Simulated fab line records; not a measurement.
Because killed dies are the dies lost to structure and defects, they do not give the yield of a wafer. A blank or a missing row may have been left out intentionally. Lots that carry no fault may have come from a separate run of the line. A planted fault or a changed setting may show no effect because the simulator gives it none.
What tool caused it?	flow n5-finfet	at 1 step of a route of 1938, 10 lots with 29 wafers sampled

== WHAT EACH GAUGE READ, for each wafer ==
N5_BEOL_M12_INSPECT_30: inspects for defects (macro).
lot	measured	on	raw-defect-count
L828	day 10 14:02	defect-inspect-01	0 2 2
L829	day 10 16:48	defect-inspect-01	3 5 2
L830	day 11 08:42	defect-inspect-02	3 2 1
L832	day 11 19:11	defect-inspect-01	3 2 3
L834	day 12 05:01	defect-inspect-02	2 4 5
L835	day 12 16:52	defect-inspect-01	3 4 2
L847	day 16 03:11	defect-inspect-01	4 0 2
L849	day 16 07:05	defect-inspect-01	3 1 2
L846	day 16 15:28	defect-inspect-01	2 1
L850	day 16 19:31	defect-inspect-01	3 3 5

== WHAT TOOL EACH LOT RAN ON (gives the tool, then ch and the chambers of the sampled wafers, and finally the start) ==
Record: no process step prior to these readings.

== THE ANSWER, worked out from the rows above alone ==
Rule: the usual values come from the lots themselves. Put in order of their means at a reading, lots are off if they are a third of the lots or fewer, leave a main group of 4 or more, and stand apart from it by a gap of 3 or more times the standard deviation of the main group's means; of several such gaps the widest counts. The tables above print the reading to a certain number of digits; a main group whose means all agree to those digits is not used. A lot without any number at a reading at which 4 lots or more have one is off too. Any other lot the step has rows for is counted as sound.
Nothing can be told from this: no lot is off at any reading shown.

== WHAT WAS PUT IN BY THE SIMULATOR ==
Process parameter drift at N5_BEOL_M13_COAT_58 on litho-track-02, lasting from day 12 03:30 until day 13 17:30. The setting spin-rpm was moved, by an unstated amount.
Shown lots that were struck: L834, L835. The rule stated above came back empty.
